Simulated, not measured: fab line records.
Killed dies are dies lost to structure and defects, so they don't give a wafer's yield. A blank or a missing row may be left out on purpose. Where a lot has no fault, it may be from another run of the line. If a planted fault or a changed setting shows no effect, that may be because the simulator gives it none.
fab line records / flow n5Finfet / part 2 of 2: steps 26 to 35 of 35
record lots=5 wafers=15 lastDay=17
route steps=1938 shown SD_EPI_P@312 SD_ACTIVATION@330 ILD0@335 SDB@347
lots that met no fault: taken from a fault-free run of the same line
startH: hours from the record's first day to the start of the lot's first wafer shown / waitH: hours since the lot's step before / " identical to the entry in the row above / L1.1+2: one row covering several wafers at once / - either no value or no given start / * or withheld: withheld / < > ~ a bound
route shown NAME@n: names a module that has steps shown in the file, with the first one's number in the route / usual: mean and standard deviation over wafers with no fault / same: alike in all rows / chamber/n: place in a boat / sites: the reading at each site / _std_site: how widely they spread, as a standard deviation / _edge_site: mean of outer sites minus mean of inner sites / radiusMm: how far each site lies from the wafer's centre / mask NAME#n: copy n / behind: the most recent tool/chamber to have shaped the wafer / hold: why the lot was held/for how many hours/how that ended / device: which transistor (n, p or np) failed to switch / end of line: the route-end tests of the same wafers / a step with no rows: only its recipe / killed: the dies lost at the first sort to structure and to defects; this is not the yield of the wafer / map: a wafer's dies, marking killed ones x, the rest . and places with no die _
set.NAME: the setting the step ran with; set.NAME@STEP: the setting that earlier step ran with / model.NAME: the simulator's own value behind a step, which no gauge read
lots seen at some steps along the route; tables by step, rows by wafer
services: the hour from which a tool's chamber was out of use, counted from the record's first day as startH (under 0 if before that day), plus the number of hours and why
## steps
# step N5_ILD0_CMP_03
# recipe stopOn=SiNx tOverpolishS=1.9 postCmpClean=alkalineBrush downForcePsi=4.1491 platenRpm=51.796 padVelocityMS=1.0306 targetThkNm=197.38
# usual motorCurrentA=12.1/1.4 overpolishRunS=1.901/0.0097 timeToEndpointS=71/3.8
lot.wafer=L078.3 tool=cmp-01 chamber=2 startH=85.81 waitH=0.0 motorCurrentA=11.9 overpolishRunS=1.896 timeToEndpointS=68
lot.wafer=L078.4 tool=cmp-01 chamber=3 startH=85.81 waitH=0.0 motorCurrentA=13.4 overpolishRunS=1.898 timeToEndpointS=70
lot.wafer=L078.1 tool=cmp-01 chamber=1 startH=85.81 waitH=0.0 motorCurrentA=12.2 overpolishRunS=1.907 timeToEndpointS=70
lot.wafer=L081.1 tool=cmp-04 chamber=1 startH=106.42 waitH=0.0 motorCurrentA=10.2 overpolishRunS=1.895 timeToEndpointS=68
lot.wafer=L081.2 tool=cmp-04 chamber=0 startH=106.42 waitH=0.0 motorCurrentA=10.5 overpolishRunS=1.903 timeToEndpointS=70
lot.wafer=L081.6 tool=cmp-04 chamber=2 startH=106.42 waitH=0.0 motorCurrentA=15.8 overpolishRunS=1.897 timeToEndpointS=70
lot.wafer=L084.1 tool=cmp-04 chamber=2 startH=120.80 waitH=0.0 motorCurrentA=15.0 overpolishRunS=1.898 timeToEndpointS=72
lot.wafer=L084.4 tool=cmp-04 chamber=3 startH=120.80 waitH=0.0 motorCurrentA=11.0 overpolishRunS=1.906 timeToEndpointS=73
lot.wafer=L084.6 tool=cmp-04 chamber=2 startH=120.80 waitH=0.0 motorCurrentA=14.5 overpolishRunS=1.889 timeToEndpointS=72
lot.wafer=L087.1 tool=cmp-02 chamber=3 startH=136.85 waitH=0.1 motorCurrentA=10.9 overpolishRunS=1.916 timeToEndpointS=61
lot.wafer=L087.5 tool=cmp-02 chamber=0 startH=136.85 waitH=0.1 motorCurrentA=11.6 overpolishRunS=1.895 timeToEndpointS=66
lot.wafer=L087.6 tool=cmp-02 chamber=1 startH=136.85 waitH=0.1 motorCurrentA=11.0 overpolishRunS=1.916 timeToEndpointS=67
lot.wafer=L090.4 tool=cmp-02 chamber=2 startH=157.63 waitH=0.1 motorCurrentA=12.4 overpolishRunS=1.898 timeToEndpointS=66
lot.wafer=L090.2 tool=cmp-02 chamber=0 startH=157.63 waitH=0.1 motorCurrentA=11.9 overpolishRunS=1.900 timeToEndpointS=68
lot.wafer=L090.5 tool=cmp-02 chamber=1 startH=157.63 waitH=0.1 motorCurrentA=10.5 overpolishRunS=1.891 timeToEndpointS=69
# step N5_ILD0_THK_MEAS_04
# usual thkNm=197.6/0.97
lot.wafer=L078.1 tool=filmMetro-02 chamber=- startH=86.10 waitH=- thkNm=196.5
lot.wafer=L078.3 tool=filmMetro-02 chamber=- startH=86.10 waitH=- thkNm=198.2
lot.wafer=L078.4 tool=filmMetro-02 chamber=- startH=86.10 waitH=- thkNm=197.1
lot.wafer=L081.1 tool=filmMetro-02 chamber=- startH=106.71 waitH=- thkNm=196.4
lot.wafer=L081.2 tool=filmMetro-02 chamber=- startH=106.71 waitH=- thkNm=196.0
lot.wafer=L081.6 tool=filmMetro-02 chamber=- startH=106.71 waitH=- thkNm=198.9
lot.wafer=L084.1 tool=filmMetro-01 chamber=- startH=121.09 waitH=- thkNm=196.8
lot.wafer=L084.4 tool=filmMetro-01 chamber=- startH=121.09 waitH=- thkNm=197.3
lot.wafer=L084.6 tool=filmMetro-01 chamber=- startH=121.09 waitH=- thkNm=197.7
lot.wafer=L087.1 tool=filmMetro-02 chamber=- startH=137.03 waitH=- thkNm=195.9
lot.wafer=L087.5 tool=filmMetro-02 chamber=- startH=137.03 waitH=- thkNm=196.7
lot.wafer=L087.6 tool=filmMetro-02 chamber=- startH=137.03 waitH=- thkNm=196.2
lot.wafer=L090.2 tool=filmMetro-02 chamber=- startH=157.89 waitH=- thkNm=198.7
lot.wafer=L090.4 tool=filmMetro-02 chamber=- startH=157.89 waitH=- thkNm=198.8
lot.wafer=L090.5 tool=filmMetro-02 chamber=- startH=157.89 waitH=- thkNm=198.6
# step N5_ILD0_CMP_07
# recipe stopOn=poly-Si material=SiO2_flowable tOverpolishS=1.18 postCmpClean=alkalineBrush downForcePsi=4.1491 platenRpm=51.796 padVelocityMS=1.0306 targetThkNm=138.88
# usual motorCurrentA=12.1/1.3
lot.wafer=L078.1 tool=cmp-04 chamber=2 startH=86.13 waitH=0.0 motorCurrentA=15.4
lot.wafer=L078.4 tool=cmp-04 chamber=0 startH=86.13 waitH=0.0 motorCurrentA=11.3
lot.wafer=L078.3 tool=cmp-04 chamber=1 startH=86.13 waitH=0.0 motorCurrentA=11.0
lot.wafer=L081.2 tool=cmp-01 chamber=3 startH=106.78 waitH=0.1 motorCurrentA=13.8
lot.wafer=L081.1 tool=cmp-01 chamber=1 startH=106.78 waitH=0.1 motorCurrentA=12.5
lot.wafer=L081.6 tool=cmp-01 chamber=2 startH=106.78 waitH=0.1 motorCurrentA=11.9
lot.wafer=L084.4 tool=cmp-02 chamber=2 startH=121.20 waitH=0.1 motorCurrentA=13.1
lot.wafer=L084.1 tool=cmp-02 chamber=3 startH=121.20 waitH=0.1 motorCurrentA=10.7
lot.wafer=L084.6 tool=cmp-02 chamber=0 startH=121.20 waitH=0.1 motorCurrentA=11.1
lot.wafer=L087.1 tool=cmp-01 chamber=3 startH=137.06 waitH=0.0 motorCurrentA=14.1
lot.wafer=L087.6 tool=cmp-01 chamber=3 startH=137.06 waitH=0.0 motorCurrentA=13.3
lot.wafer=L087.5 tool=cmp-01 chamber=0 startH=137.06 waitH=0.0 motorCurrentA=11.5
lot.wafer=L090.2 tool=cmp-02 chamber=1 startH=157.96 waitH=0.1 motorCurrentA=10.6
lot.wafer=L090.4 tool=cmp-02 chamber=2 startH=157.96 waitH=0.1 motorCurrentA=13.1
lot.wafer=L090.5 tool=cmp-02 chamber=1 startH=157.96 waitH=0.1 motorCurrentA=11.1
# step N5_ILD0_THK_MEAS_08
# usual thkNm=139.0/1
lot.wafer=L078.1 tool=filmMetro-01 chamber=- startH=86.43 waitH=- thkNm=138.6
lot.wafer=L078.3 tool=filmMetro-01 chamber=- startH=86.43 waitH=- thkNm=139.0
lot.wafer=L078.4 tool=filmMetro-01 chamber=- startH=86.43 waitH=- thkNm=138.3
lot.wafer=L081.1 tool=filmMetro-01 chamber=- startH=107.04 waitH=- thkNm=139.8
lot.wafer=L081.2 tool=filmMetro-01 chamber=- startH=107.04 waitH=- thkNm=138.4
lot.wafer=L081.6 tool=filmMetro-01 chamber=- startH=107.04 waitH=- thkNm=139.9
lot.wafer=L084.1 tool=filmMetro-01 chamber=- startH=121.42 waitH=- thkNm=137.2
lot.wafer=L084.4 tool=filmMetro-01 chamber=- startH=121.42 waitH=- thkNm=138.8
lot.wafer=L084.6 tool=filmMetro-01 chamber=- startH=121.42 waitH=- thkNm=138.8
lot.wafer=L087.1 tool=filmMetro-02 chamber=- startH=137.35 waitH=- thkNm=138.9
lot.wafer=L087.5 tool=filmMetro-02 chamber=- startH=137.35 waitH=- thkNm=139.6
lot.wafer=L087.6 tool=filmMetro-02 chamber=- startH=137.35 waitH=- thkNm=138.5
lot.wafer=L090.2 tool=filmMetro-02 chamber=- startH=158.22 waitH=- thkNm=138.0
lot.wafer=L090.4 tool=filmMetro-02 chamber=- startH=158.22 waitH=- thkNm=138.5
lot.wafer=L090.5 tool=filmMetro-02 chamber=- startH=158.22 waitH=- thkNm=138.7
# step N5_ILD0_PRECLEAN_10
# recipe chemistry=NF3:NH3 afsCycles=5 timeS=20 tempC=30 sublimationTempC=180 sublimationTimeS=60 pressureTorr=3 rfPowerW=30
# usual rfPowerW=30.00/0.089 sublimationTempC=180.06/0.19
# same sublimationTimeS=60
lot.wafer=L078.1 tool=remotePlasma-02 chamber=0 startH=86.46 waitH=0.0 rfPowerW=29.78 sublimationTempC=180.08
lot.wafer=L078.3 tool=remotePlasma-02 chamber=0 startH=86.46 waitH=0.0 rfPowerW=29.83 sublimationTempC=180.23
lot.wafer=L078.4 tool=remotePlasma-02 chamber=0 startH=86.46 waitH=0.0 rfPowerW=29.68 sublimationTempC=179.94
lot.wafer=L081.1 tool=remotePlasma-01 chamber=0 startH=107.07 waitH=0.0 rfPowerW=29.97 sublimationTempC=179.92
lot.wafer=L081.2 tool=remotePlasma-01 chamber=0 startH=107.07 waitH=0.0 rfPowerW=29.99 sublimationTempC=179.88
lot.wafer=L081.6 tool=remotePlasma-01 chamber=0 startH=107.07 waitH=0.0 rfPowerW=30.00 sublimationTempC=179.70
lot.wafer=L084.1 tool=remotePlasma-01 chamber=1 startH=121.46 waitH=0.0 rfPowerW=30.03 sublimationTempC=179.75
lot.wafer=L084.4 tool=remotePlasma-01 chamber=1 startH=121.46 waitH=0.0 rfPowerW=30.01 sublimationTempC=180.00
lot.wafer=L084.6 tool=remotePlasma-01 chamber=1 startH=121.46 waitH=0.0 rfPowerW=29.98 sublimationTempC=179.97
lot.wafer=L087.1 tool=remotePlasma-01 chamber=0 startH=137.39 waitH=0.0 rfPowerW=29.99 sublimationTempC=180.39
lot.wafer=L087.5 tool=remotePlasma-01 chamber=0 startH=137.39 waitH=0.0 rfPowerW=29.92 sublimationTempC=180.03
lot.wafer=L087.6 tool=remotePlasma-01 chamber=0 startH=137.39 waitH=0.0 rfPowerW=29.92 sublimationTempC=180.05
lot.wafer=L090.2 tool=remotePlasma-01 chamber=0 startH=158.36 waitH=0.1 rfPowerW=30.05 sublimationTempC=179.80
lot.wafer=L090.4 tool=remotePlasma-01 chamber=0 startH=158.36 waitH=0.1 rfPowerW=30.00 sublimationTempC=179.81
lot.wafer=L090.5 tool=remotePlasma-01 chamber=0 startH=158.36 waitH=0.1 rfPowerW=29.90 sublimationTempC=179.79
# step N5_ILD0_ALD_15
# recipe material=SiNx targetThkA=240 tempC=400 aldPrecursorFamily=SiH2I2 aldCoReactant=N2/H2-plasma pulseTimeS=1 aldCycles=480 purgeTimeS=2 coReactantPurgeTimeS=2 pressureTorr=2
# usual heaterPowerW=829/63 precursorPulseHeightRel=0.999/0.019
lot.wafer=L078.1 tool=aldSin-03 chamber=0 startH=87.14 waitH=0.6 heaterPowerW=801 precursorPulseHeightRel=1.006
lot.wafer=L078.3 tool=aldSin-03 chamber=1 startH=87.14 waitH=0.6 heaterPowerW=732 precursorPulseHeightRel=0.987
lot.wafer=L078.4 tool=aldSin-03 chamber=2 startH=87.14 waitH=0.6 heaterPowerW=896 precursorPulseHeightRel=1.002
lot.wafer=L081.1 tool=aldSin-03 chamber=0 startH=107.76 waitH=0.6 heaterPowerW=789 precursorPulseHeightRel=1.030
lot.wafer=L081.2 tool=aldSin-03 chamber=3 startH=107.76 waitH=0.6 heaterPowerW=823 precursorPulseHeightRel=0.978
lot.wafer=L081.6 tool=aldSin-03 chamber=1 startH=108.84 waitH=1.1 heaterPowerW=747 precursorPulseHeightRel=1.011
lot.wafer=L084.1 tool=aldSin-02 chamber=3 startH=122.14 waitH=0.6 heaterPowerW=833 precursorPulseHeightRel=0.971
lot.wafer=L084.4 tool=aldSin-02 chamber=2 startH=122.14 waitH=0.6 heaterPowerW=778 precursorPulseHeightRel=0.998
lot.wafer=L084.6 tool=aldSin-02 chamber=0 startH=123.22 waitH=1.1 heaterPowerW=832 precursorPulseHeightRel=1.009
lot.wafer=L087.1 tool=aldSin-02 chamber=3 startH=138.07 waitH=0.6 heaterPowerW=804 precursorPulseHeightRel=0.989
lot.wafer=L087.5 tool=aldSin-02 chamber=3 startH=139.16 waitH=1.2 heaterPowerW=807 precursorPulseHeightRel=1.007
lot.wafer=L087.6 tool=aldSin-02 chamber=0 startH=139.16 waitH=1.2 heaterPowerW=834 precursorPulseHeightRel=0.982
lot.wafer=L090.2 tool=aldSin-03 chamber=0 startH=158.93 waitH=0.5 heaterPowerW=771 precursorPulseHeightRel=1.003
lot.wafer=L090.4 tool=aldSin-03 chamber=2 startH=158.93 waitH=0.5 heaterPowerW=937 precursorPulseHeightRel=0.960
lot.wafer=L090.5 tool=aldSin-03 chamber=0 startH=160.02 waitH=1.2 heaterPowerW=801 precursorPulseHeightRel=0.993
# step N5_ILD0_CMP_12
# recipe stopOn=poly-Si material=SiNx tOverpolishS=6 postCmpClean=alkalineBrush downForcePsi=2.5 platenRpm=51.8 padVelocityMS=1.0307 targetThkNm=17.67
# usual motorCurrentA=8.8/1.1 overpolishRunS=5.999/0.0099 timeToEndpointS=29.4/2
lot.wafer=L078.3 tool=cmp-04 chamber=0 startH=89.36 waitH=1.1 motorCurrentA=8.1 overpolishRunS=5.997 timeToEndpointS=30.4
lot.wafer=L078.1 tool=cmp-04 chamber=1 startH=89.36 waitH=1.1 motorCurrentA=8.3 overpolishRunS=6.002 timeToEndpointS=28.7
lot.wafer=L078.4 tool=cmp-04 chamber=2 startH=89.36 waitH=1.1 motorCurrentA=11.4 overpolishRunS=6.004 timeToEndpointS=28.4
lot.wafer=L081.2 tool=cmp-04 chamber=3 startH=109.96 waitH=1.1 motorCurrentA=8.1 overpolishRunS=5.992 timeToEndpointS=30.2
lot.wafer=L081.1 tool=cmp-04 chamber=1 startH=109.96 waitH=1.1 motorCurrentA=8.2 overpolishRunS=5.990 timeToEndpointS=26.7
lot.wafer=L081.6 tool=cmp-04 chamber=3 startH=109.96 waitH=1.1 motorCurrentA=8.6 overpolishRunS=6.000 timeToEndpointS=29.9
lot.wafer=L084.4 tool=cmp-04 chamber=1 startH=124.34 waitH=1.1 motorCurrentA=7.9 overpolishRunS=6.003 timeToEndpointS=27.6
lot.wafer=L084.1 tool=cmp-04 chamber=3 startH=124.34 waitH=1.1 motorCurrentA=8.2 overpolishRunS=5.980 timeToEndpointS=31.8
lot.wafer=L084.6 tool=cmp-04 chamber=1 startH=124.34 waitH=1.1 motorCurrentA=7.8 overpolishRunS=5.982 timeToEndpointS=29.8
lot.wafer=L087.1 tool=cmp-01 chamber=0 startH=140.39 waitH=1.2 motorCurrentA=8.3 overpolishRunS=5.996 timeToEndpointS=27.7
lot.wafer=L087.5 tool=cmp-01 chamber=1 startH=140.39 waitH=1.2 motorCurrentA=9.5 overpolishRunS=5.998 timeToEndpointS=28.7
lot.wafer=L087.6 tool=cmp-01 chamber=2 startH=140.39 waitH=1.2 motorCurrentA=8.8 overpolishRunS=6.006 timeToEndpointS=25.9
lot.wafer=L090.4 tool=cmp-04 chamber=0 startH=161.13 waitH=1.1 motorCurrentA=8.2 overpolishRunS=5.994 timeToEndpointS=31.8
lot.wafer=L090.2 tool=cmp-04 chamber=1 startH=161.13 waitH=1.1 motorCurrentA=7.9 overpolishRunS=6.008 timeToEndpointS=28.5
lot.wafer=L090.5 tool=cmp-04 chamber=1 startH=161.13 waitH=1.1 motorCurrentA=8.2 overpolishRunS=6.007 timeToEndpointS=27.8
# step N5_ILD0_THK_MEAS_13
# usual thkNm=17.9/0.78
lot.wafer=L078.1 tool=filmMetro-02 chamber=- startH=89.65 waitH=- thkNm=17.7
lot.wafer=L078.3 tool=filmMetro-02 chamber=- startH=89.65 waitH=- thkNm=18.2
lot.wafer=L078.4 tool=filmMetro-02 chamber=- startH=89.65 waitH=- thkNm=17.1
lot.wafer=L081.1 tool=filmMetro-02 chamber=- startH=110.25 waitH=- thkNm=18.2
lot.wafer=L081.2 tool=filmMetro-02 chamber=- startH=110.25 waitH=- thkNm=18.6
lot.wafer=L081.6 tool=filmMetro-02 chamber=- startH=110.25 waitH=- thkNm=18.2
lot.wafer=L084.1 tool=filmMetro-01 chamber=- startH=124.63 waitH=- thkNm=18.7
lot.wafer=L084.4 tool=filmMetro-01 chamber=- startH=124.63 waitH=- thkNm=16.6
lot.wafer=L084.6 tool=filmMetro-01 chamber=- startH=124.63 waitH=- thkNm=16.5
lot.wafer=L087.1 tool=filmMetro-01 chamber=- startH=140.57 waitH=- thkNm=18.6
lot.wafer=L087.5 tool=filmMetro-01 chamber=- startH=140.57 waitH=- thkNm=18.8
lot.wafer=L087.6 tool=filmMetro-01 chamber=- startH=140.57 waitH=- thkNm=18.9
lot.wafer=L090.2 tool=filmMetro-02 chamber=- startH=161.43 waitH=- thkNm=18.6
lot.wafer=L090.4 tool=filmMetro-02 chamber=- startH=161.43 waitH=- thkNm=18.6
lot.wafer=L090.5 tool=filmMetro-02 chamber=- startH=161.43 waitH=- thkNm=17.5
# step N5_ILD0_INSPECT_06
# recipe inspectInstrument=darkfield mode=postCmp
# usual rawDefectCount=45/21
lot.wafer=L078.1 tool=defectInspect-01 chamber=- startH=89.68 waitH=0.0 rawDefectCount=26
lot.wafer=L078.3 tool=defectInspect-01 chamber=- startH=89.68 waitH=0.0 rawDefectCount=49
lot.wafer=L078.4 tool=defectInspect-01 chamber=- startH=89.68 waitH=0.0 rawDefectCount=25
lot.wafer=L081.1 tool=defectInspect-01 chamber=- startH=110.28 waitH=0.0 rawDefectCount=63
lot.wafer=L081.2 tool=defectInspect-01 chamber=- startH=110.28 waitH=0.0 rawDefectCount=58
lot.wafer=L081.6 tool=defectInspect-01 chamber=- startH=110.28 waitH=0.0 rawDefectCount=32
lot.wafer=L084.1 tool=defectInspect-02 chamber=- startH=124.66 waitH=0.0 rawDefectCount=59
lot.wafer=L084.4 tool=defectInspect-02 chamber=- startH=124.66 waitH=0.0 rawDefectCount=42
lot.wafer=L084.6 tool=defectInspect-02 chamber=- startH=124.66 waitH=0.0 rawDefectCount=94
lot.wafer=L087.1 tool=defectInspect-02 chamber=- startH=140.59 waitH=0.0 rawDefectCount=25
lot.wafer=L087.5 tool=defectInspect-02 chamber=- startH=140.59 waitH=0.0 rawDefectCount=19
lot.wafer=L087.6 tool=defectInspect-02 chamber=- startH=140.59 waitH=0.0 rawDefectCount=30
lot.wafer=L090.2 tool=defectInspect-01 chamber=- startH=161.47 waitH=0.0 rawDefectCount=60
lot.wafer=L090.4 tool=defectInspect-01 chamber=- startH=161.47 waitH=0.0 rawDefectCount=40
lot.wafer=L090.5 tool=defectInspect-01 chamber=- startH=161.47 waitH=0.0 rawDefectCount=43
# step N5_SDB_HM_DEP_00
# recipe material=SiNx targetThkA=400 tempC=400 precursor=SiH4/NH3/N2 pressureTorr=1.5 rfW=300 timeS=35.3
# usual heaterPowerW=763/84 showerheadPlenumPTorr=5.14/0.056 throttleValvePct=39.9/2.3
lot.wafer=L078.1 tool=pecvd-01 chamber=2 startH=89.71 waitH=0.0 heaterPowerW=745 showerheadPlenumPTorr=5.00 throttleValvePct=37.9
lot.wafer=L078.3 tool=pecvd-01 chamber=0 startH=89.71 waitH=0.0 heaterPowerW=613 showerheadPlenumPTorr=5.16 throttleValvePct=38.9
lot.wafer=L078.4 tool=pecvd-01 chamber=1 startH=89.71 waitH=0.0 heaterPowerW=804 showerheadPlenumPTorr=5.17 throttleValvePct=37.4
lot.wafer=L081.1 tool=pecvd-02 chamber=1 startH=110.32 waitH=0.0 heaterPowerW=617 showerheadPlenumPTorr=5.13 throttleValvePct=43.4
lot.wafer=L081.2 tool=pecvd-02 chamber=0 startH=110.32 waitH=0.0 heaterPowerW=887 showerheadPlenumPTorr=5.12 throttleValvePct=41.2
lot.wafer=L081.6 tool=pecvd-02 chamber=0 startH=110.32 waitH=0.0 heaterPowerW=905 showerheadPlenumPTorr=5.13 throttleValvePct=41.1
lot.wafer=L084.1 tool=pecvd-02 chamber=0 startH=124.70 waitH=0.0 heaterPowerW=909 showerheadPlenumPTorr=5.13 throttleValvePct=41.2
lot.wafer=L084.4 tool=pecvd-02 chamber=2 startH=124.70 waitH=0.0 heaterPowerW=726 showerheadPlenumPTorr=5.19 throttleValvePct=38.8
lot.wafer=L084.6 tool=pecvd-02 chamber=1 startH=124.70 waitH=0.0 heaterPowerW=672 showerheadPlenumPTorr=5.13 throttleValvePct=43.2
lot.wafer=L087.1 tool=pecvd-04 chamber=1 startH=140.63 waitH=0.0 heaterPowerW=747 showerheadPlenumPTorr=5.23 throttleValvePct=42.7
lot.wafer=L087.5 tool=pecvd-04 chamber=1 startH=140.63 waitH=0.0 heaterPowerW=736 showerheadPlenumPTorr=5.24 throttleValvePct=43.1
lot.wafer=L087.6 tool=pecvd-04 chamber=2 startH=140.63 waitH=0.0 heaterPowerW=777 showerheadPlenumPTorr=5.11 throttleValvePct=37.5
lot.wafer=L090.2 tool=pecvd-01 chamber=2 startH=161.50 waitH=0.0 heaterPowerW=781 showerheadPlenumPTorr=5.00 throttleValvePct=38.3
lot.wafer=L090.4 tool=pecvd-01 chamber=1 startH=161.50 waitH=0.0 heaterPowerW=729 showerheadPlenumPTorr=5.17 throttleValvePct=37.5
lot.wafer=L090.5 tool=pecvd-01 chamber=0 startH=161.50 waitH=0.0 heaterPowerW=556 showerheadPlenumPTorr=5.13 throttleValvePct=39.0
## services
tool=rieDiel-04 chamber=2 startH=56.88 hours=8.0 kind=repair
tool=aldSin-02 chamber=2 startH=57.17 hours=6.6 kind=repair
tool=pecvd-02 chamber=- startH=59.20 hours=4.3 kind=pm
tool=cmp-02 chamber=- startH=60.93 hours=0.7 kind=repair
tool=rieDiel-03 chamber=2 startH=63.18 hours=10.1 kind=repair
tool=rieDiel-03 chamber=1 startH=74.24 hours=13.3 kind=repair
tool=aldSin-02 chamber=- startH=76.45 hours=0.5 kind=repair
tool=pecvd-01 chamber=- startH=77.65 hours=2.2 kind=repair
tool=cmp-02 chamber=- startH=81.57 hours=5.6 kind=pm
tool=rieSi-02 chamber=- startH=82.93 hours=2.8 kind=pm
tool=epiRpcvd-01 chamber=- startH=85.12 hours=8.1 kind=pm
tool=cmp-04 chamber=- startH=87.41 hours=1.5 kind=repair
tool=aldSin-02 chamber=0 startH=95.58 hours=5.3 kind=repair
tool=rieDiel-04 chamber=3 startH=99.51 hours=9.3 kind=repair
tool=laserAnneal-01 chamber=- startH=107.00 hours=5.5 kind=repair
tool=rieDiel-03 chamber=- startH=115.29 hours=0.2 kind=repair
tool=aldSin-03 chamber=- startH=123.39 hours=2.8 kind=pm
tool=rieDiel-03 chamber=1 startH=137.57 hours=4.6 kind=repair
tool=cmp-02 chamber=- startH=138.89 hours=0.2 kind=repair
tool=cmp-04 chamber=- startH=141.60 hours=5.7 kind=pm
tool=epiRpcvd-02 chamber=- startH=142.97 hours=0.6 kind=repair
tool=cmp-04 chamber=- startH=151.40 hours=6.6 kind=repair
tool=fcvd-02 chamber=- startH=156.32 hours=6.0 kind=pm
tool=laserAnneal-01 chamber=- startH=159.82 hours=29.5 kind=repair
